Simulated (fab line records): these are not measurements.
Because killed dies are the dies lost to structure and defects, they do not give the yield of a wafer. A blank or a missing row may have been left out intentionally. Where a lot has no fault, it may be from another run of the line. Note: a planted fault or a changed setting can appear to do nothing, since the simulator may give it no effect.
fab line records ; flow nand_harc
[record] lots = 6; wafers = 18; last_day = 24
route steps=1159 shown A_WL_FILL@839 A_CONTACT@840 END@1159
lots that met no fault: taken from a fault-free run of the same line
start_h: start of the lot's first displayed wafer, in hours after the record's first day ; wait_h: time in hours since the lot's previous step ; " the same as in the row above ; L1.1+2: a single row standing in for several wafers ; - either no value or no given start ; * or withheld: withheld ; < > ~ a bound
route shown NAME@n: NAME is a module with steps in the file, n the number in the route of the first one ; usual: mean/standard deviation taken from wafers without a fault ; same: alike in all rows ; chamber/n: place in a boat ; sites: the reading at each site ; _std_site: the standard deviation of these ; _edge_site: outer sites' mean less inner sites' ; radius_mm: how far each site lies from the wafer's centre ; mask NAME#n: copy n ; behind: the tool/chamber that last shaped the wafer ; hold: the reason the lot was held/the length of the hold in hours/how it ended ; device: the transistor (n, p or np) that didn't switch ; end of line: tests run on the same wafers once the route is complete ; a step given without rows: its recipe and nothing more ; killed: dies lost to structure and defects at the first sort, not the wafer's yield ; map: per-die view of a wafer (x killed, . not killed, _ where there is no die)
set.NAME: setting as actually run; set.NAME@STEP: the setting as run at that earlier step ; model.NAME: the simulator's own value behind a step, which no gauge read
lots seen at some steps along the route; tables by step, rows by wafer
services: when a tool's chamber went out of use (start_h, in hours from the record's first day, below 0 if earlier), for how many hours, and the reason
[[steps]]
[step NHARC_A_WL_FILL_INSPECT_15]
[usual] raw_defect_count = 422/120
lot.wafer;tool;chamber;start_h;wait_h;raw_defect_count
L945.2;defect_inspect-01;-;370.40;0.0;477
L945.4;defect_inspect-01;-;370.40;0.0;281
L945.5;defect_inspect-01;-;370.40;0.0;605
L949.1;defect_inspect-01;-;382.26;0.0;253
L949.2;defect_inspect-01;-;382.26;0.0;282
L949.3;defect_inspect-01;-;382.26;0.0;303
L956.2;defect_inspect-01;-;440.46;0.0;544
L956.3;defect_inspect-01;-;440.46;0.0;625
L956.4;defect_inspect-01;-;440.46;0.0;543
L959.1;defect_inspect-02;-;450.99;0.0;369
L959.2;defect_inspect-02;-;450.99;0.0;513
L959.6;defect_inspect-02;-;450.99;0.0;642
L966.3;defect_inspect-01;-;484.64;0.0;356
L966.4;defect_inspect-01;-;484.64;0.0;341
L966.6;defect_inspect-01;-;484.64;0.0;273
L967.3;defect_inspect-01;-;503.71;0.0;452
L967.4;defect_inspect-01;-;503.71;0.0;343
L967.6;defect_inspect-01;-;503.71;0.0;657
[step NHARC_A_CONTACT_DEP_24]
[recipe] target_thk_a = 5000; temp_c = 400; pressure_torr = 6.5; rf_w = 900; teos_flow_sccm = 161.4; flow_sccm = 2650; target_thk_nm = 500; gas = O2; material = SiO2
[usual] heater_power_w = 522/93; throttle_valve_pct = 15.9/0.69
lot.wafer;tool;chamber;start_h;wait_h;heater_power_w;throttle_valve_pct
L945.2;pecvd-04;0;370.50;0.1;460;16.5
L945.5;pecvd-04;0;370.50;0.1;343;16.6
L945.4;pecvd-04;2;370.50;0.1;423;16.8
L949.2;pecvd-01;2;382.33;0.1;540;15.2
L949.1;pecvd-01;0;382.33;0.1;555;15.4
L949.3;pecvd-01;1;382.33;0.1;528;16.0
L956.2;pecvd-03;0;440.59;0.1;599;16.3
L956.3;pecvd-03;1;440.59;0.1;354;15.1
L956.4;pecvd-03;1;440.59;0.1;393;14.9
L959.2;pecvd-04;1;451.06;0.1;680;16.0
L959.1;pecvd-04;2;451.06;0.1;586;16.9
L959.6;pecvd-04;1;451.06;0.1;702;16.2
L966.3;pecvd-04;0;484.83;0.2;360;16.6
L966.4;pecvd-04;1;484.83;0.2;626;16.5
L966.6;pecvd-04;0;484.83;0.2;386;16.6
L967.3;pecvd-03;2;503.78;0.1;563;15.3
L967.4;pecvd-03;2;503.78;0.1;568;15.2
L967.6;pecvd-03;1;503.78;0.1;444;14.6
[step NHARC_A_CONTACT_DEP_28]
[recipe] target_thk_a = 36000; temp_c = 400; material = aC
[usual] throttle_valve_pct = 34.999/0.0093
lot.wafer;tool;chamber;start_h;wait_h;throttle_valve_pct
L945.2;acl_dep-01;0;372.37;1.3;35.003
L945.4;acl_dep-01;0;372.37;1.3;34.998
L945.5;acl_dep-01;0;372.37;1.3;35.008
L949.1;acl_dep-01;0;384.21;1.3;34.998
L949.2;acl_dep-01;0;384.21;1.3;35.021
L949.3;acl_dep-01;0;384.21;1.3;34.994
L956.2;acl_dep-01;0;442.22;1.2;34.993
L956.3;acl_dep-01;0;442.22;1.2;35.003
L956.4;acl_dep-01;0;442.22;1.2;35.008
L959.1;acl_dep-01;0;452.10;0.5;35.009
L959.2;acl_dep-01;0;452.10;0.5;34.996
L959.6;acl_dep-01;0;453.94;2.3;34.987
L966.3;acl_dep-03;0;488.42;3.2;34.995
L966.4;acl_dep-03;0;488.42;3.2;34.999
L966.6;acl_dep-03;0;488.42;3.2;35.015
L967.3;acl_dep-03;0;506.68;2.4;34.995
L967.4;acl_dep-03;0;506.68;2.4;34.986
L967.6;acl_dep-03;0;506.68;2.4;34.998
[step NHARC_A_CONTACT_DEP_29]
[recipe] target_thk_a = 700; target_thk_nm = 70; temp_c = 400; pressure_torr = 3.5; flow_sccm = 200; rf_w = 350; material = SiON
[usual] heater_power_w = 728/82
lot.wafer;tool;chamber;start_h;wait_h;heater_power_w
L945.2;pecvd-04;0;374.28;1.5;611
L945.5;pecvd-04;2;374.28;1.5;692
L945.4;pecvd-04;0;374.28;1.5;614
L949.2;pecvd-01;2;386.58;1.7;772
L949.1;pecvd-01;0;386.58;1.7;663
L949.3;pecvd-01;1;386.58;1.7;753
L956.3;pecvd-01;1;444.11;1.1;820
L956.2;pecvd-01;0;444.11;1.1;805
L956.4;pecvd-01;0;444.11;1.1;831
L959.2;pecvd-01;1;454.36;1.5;803
L959.1;pecvd-01;2;454.36;1.5;654
L959.6;pecvd-01;1;454.36;1.5;803
L966.3;pecvd-01;0;489.94;1.1;797
L966.6;pecvd-01;2;489.94;1.1;714
L966.4;pecvd-01;0;489.94;1.1;811
L967.3;pecvd-03;0;508.20;1.2;768
L967.4;pecvd-03;2;508.20;1.2;758
L967.6;pecvd-03;1;508.20;1.2;678
[step NHARC_A_CONTACT_DEHYDRATE_32]
[recipe] temp_c = 150; time_s = 120
[step NHARC_A_CONTACT_HMDS_33]
[recipe] time_s = 30
[step NHARC_A_CONTACT_COAT_34]
[recipe] temp_c = 260; time_s = 75
[step NHARC_A_CONTACT_COAT_35]
[recipe] temp_c = 225; time_s = 65
[step NHARC_A_CONTACT_COAT_36]
[recipe] spin_rpm = 1500; resist_thk_nm = 90
[step NHARC_A_CONTACT_SOFTBAKE_37]
[recipe] temp_c = 105; time_s = 55
[usual] heater_power_total_W = 188.44/0.12; plate_temp_C = 105.00/0.11
lot.wafer;tool;chamber;start_h;wait_h;heater_power_total_W;plate_temp_C
L945.2;litho_track-04;0;374;-;188.54;104.94
L945.4;litho_track-04;0;374;-;188.34;104.99
L945.5;litho_track-04;0;374;-;188.61;105.19
L949.1;litho_track-04;0;386;-;188.43;105.16
L949.2;litho_track-04;0;386;-;188.33;105.09
L949.3;litho_track-04;0;386;-;188.37;105.15
L956.2;litho_track-04;0;444;-;183.30;102.75
L956.3;litho_track-04;0;444;-;183.01;102.77
L956.4;litho_track-04;0;444;-;182.91;102.88
L959.1;litho_track-04;0;454;-;182.96;102.72
L959.2;litho_track-04;0;454;-;182.96;102.82
L959.6;litho_track-04;0;454;-;182.89;102.73
L966.3;litho_track-06;0;490;-;188.35;104.82
L966.4;litho_track-06;0;490;-;188.45;104.83
L966.6;litho_track-06;0;490;-;188.40;104.90
L967.3;litho_track-06;0;508;-;188.48;104.99
L967.4;litho_track-06;0;508;-;188.26;105.02
L967.6;litho_track-06;0;508;-;188.44;104.92
[step NHARC_A_CONTACT_EBR_38]
[step NHARC_END_SORT_01]
[recipe] temp_c = 25
[usual] killed_at_array = 29/10; killed_at_other = 0.7/1; killed_at_periphery = 3.7/2.6; killed_dies = 33/10; killed_open = 3.4/1.8; killed_short = 1.8/1.3
[same] gross_dies = 677
lot.wafer;tool;chamber;start_h;wait_h;killed_at_array;killed_at_other;killed_at_periphery;killed_dies;killed_open;killed_short
L945.2;prober-01;0;448.57;2.8;13;5;3;21;8;1
L945.4;prober-01;0;450.16;3.4;22;2;2;26;6;2
L945.5;prober-01;0;450.96;3.7;22;3;3;28;6;1
L949.1;prober-01;0;463.51;2.5;26;2;4;32;7;3
L949.2;prober-01;0;464.32;2.8;22;0;1;23;2;1
L949.3;prober-01;0;465.13;3.1;32;1;3;36;4;1
L966.3;prober-02;0;568.70;3.1;21;2;3;26;4;0
L966.4;prober-02;0;569.50;3.4;32;0;1;33;2;3
L966.6;prober-02;0;571.12;4.0;38;3;2;43;1;3
// killed by level:class
L945.2 THIN_TSV:chamber_film_flake=4 A_CONTACT:geometric_particle:open=2 A_ZERO_WELL:chamber_film_flake=2 A_STAIRCASE:chamber_film_flake=2 P_GATE:geometric_particle:open=1 P_M1:geometric_particle:open=1 A_CHANNEL_FILL_D1:geometric_particle:open=1 A_SGD_CUT:geometric_particle:open=1
L945.4 A_CONTACT:chamber_film_flake=6 A_STAIRCASE:chamber_film_flake=3 A_WL_FILL:chamber_film_flake=3 A_ZERO_WELL:chamber_film_flake=2 A_CHANNEL_HOLE_D1:chamber_film_flake=2 THIN_TSV:chamber_film_flake=2 P_GATE:geometric_particle:open=1 P_CONTACT:geometric_particle:open=1
L945.5 A_CHANNEL_HOLE_D1:chamber_film_flake=5 A_WL_FILL:chamber_film_flake=4 A_STAIRCASE:chamber_film_flake=3 A_CONTACT:chamber_film_flake=3 THIN_TSV:chamber_film_flake=3 A_BLC:geometric_particle:open=2 P_GATE:geometric_particle:open=1 P_M2:geometric_particle:open=1
L949.1 A_SLIT:chamber_film_flake=6 A_CONTACT:chamber_film_flake=6 A_CHANNEL_HOLE_D1:chamber_film_flake=5 P_ZERO_WELL:chamber_film_flake=3 A_ONON_D1:geometric_particle:open=2 A_CONTACT:geometric_particle:open=2 P_CONTACT:geometric_particle:open=1 A_ONON_D1:geometric_particle:short=1
L949.2 A_SLIT:chamber_film_flake=8 A_CONTACT:chamber_film_flake=6 A_CHANNEL_HOLE_D1:chamber_film_flake=3 A_STAIRCASE:chamber_film_flake=2 P_M0:geometric_particle:open=1 A_CONTACT:geometric_particle:open=1 A_CONTACT:geometric_particle:short=1 A_ZERO_WELL:chamber_film_flake=1
L949.3 A_SLIT:chamber_film_flake=11 A_CONTACT:chamber_film_flake=6 A_STAIRCASE:chamber_film_flake=4 A_WL_FILL:chamber_film_flake=4 A_CHANNEL_HOLE_D1:chamber_film_flake=3 A_CONTACT:geometric_particle:open=2 P_ZERO_WELL:chamber_film_flake=2 P_CONTACT:geometric_particle:open=1
L966.3 A_SLIT:chamber_film_flake=10 A_CHANNEL_HOLE_D1:chamber_film_flake=3 A_SGD_CUT:chamber_film_flake=2 A_WL_FILL:chamber_film_flake=2 A_CONTACT:chamber_film_flake=2 THIN_TSV:chamber_film_flake=2 P_M0:geometric_particle:open=1 P_M1:geometric_particle:open=1
L966.4 A_SLIT:chamber_film_flake=15 A_CHANNEL_HOLE_D1:chamber_film_flake=10 A_CONTACT:geometric_particle:short=2 A_WL_FILL:chamber_film_flake=2 P_M0:geometric_particle:short=1 A_CHANNEL_FILL_D1:geometric_particle:open=1 A_M0:geometric_particle:open=1 A_STAIRCASE:chamber_film_flake=1
L966.6 A_SLIT:chamber_film_flake=24 A_CHANNEL_HOLE_D1:chamber_film_flake=7 A_WL_FILL:geometric_particle:short=2 A_SGD_CUT:chamber_film_flake=2 A_CONTACT:chamber_film_flake=2 A_CONTACT:geometric_particle:open=1 STARTING-WAFER:geometric_particle:short=1 P_GATE:chamber_film_flake=1
[[services]]
tool;chamber;start_h;hours;kind
pecvd-03;-;349.34;0.9;repair
pecvd-04;-;376.04;13.0;pm
pecvd-04;0;376.04;13.0;vent_cycle
pecvd-04;1;376.04;13.0;vent_cycle
pecvd-04;2;376.04;13.8;vent_cycle
pecvd-04;0;391.06;6.0;repair
pecvd-04;-;401.86;0.2;repair
pecvd-04;2;402.85;7.6;repair
acl_dep-03;-;406.41;13.0;pm
pecvd-01;1;411.68;3.7;repair
pecvd-03;1;415.32;4.3;repair
pecvd-01;-;418.00;13.0;pm
pecvd-01;0;418.00;13.0;vent_cycle
pecvd-01;1;418.00;13.0;vent_cycle
pecvd-01;2;418.00;13.0;vent_cycle
pecvd-01;0;431.00;-;clean
pecvd-01;1;431.00;-;clean
pecvd-01;2;431.00;-;clean
pecvd-04;2;431.62;4.3;repair
pecvd-04;-;441.09;1.0;repair
litho_track-06;-;467.00;7.0;pm
pecvd-03;-;473.64;13.0;pm
acl_dep-01;-;475.52;13.0;pm
litho_track-04;-;491.00;7.0;pm
[[key]]
[first_sign] step = NHARC_A_CONTACT_SOFTBAKE_37; reading = heater_power_total_W; direction = down; sigmas = 43; usual = *; struck = *
[effect] step = NHARC_A_CONTACT_SOFTBAKE_37; reading = plate_temp_C; direction = down; sigmas = 20; usual = *; struck = *
met_at NHARC_A_CONTACT_SOFTBAKE_37
struck_wafers L956.2,L956.3,L956.4,L959.1,L959.2,L959.6
tester_left_out L956,L959
onset_between 386 444
[fault] kind = process_parameter_drift; tool = litho_track-04; chamber = -; onset_h = 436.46; steps = NHARC_A_CONTACT_SOFTBAKE_37; channel = temp_c; offset = *; shape = step; end_h = 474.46; acts_in = *; stated = *
// tester_left_out: of these lots the tester's yield and bins aren't shown, on N5 and GAA mostly nor the transistor test; their killed dies are dies lost to structure and defects alone, not to doping, threshold or leakage, so they don't give the yield
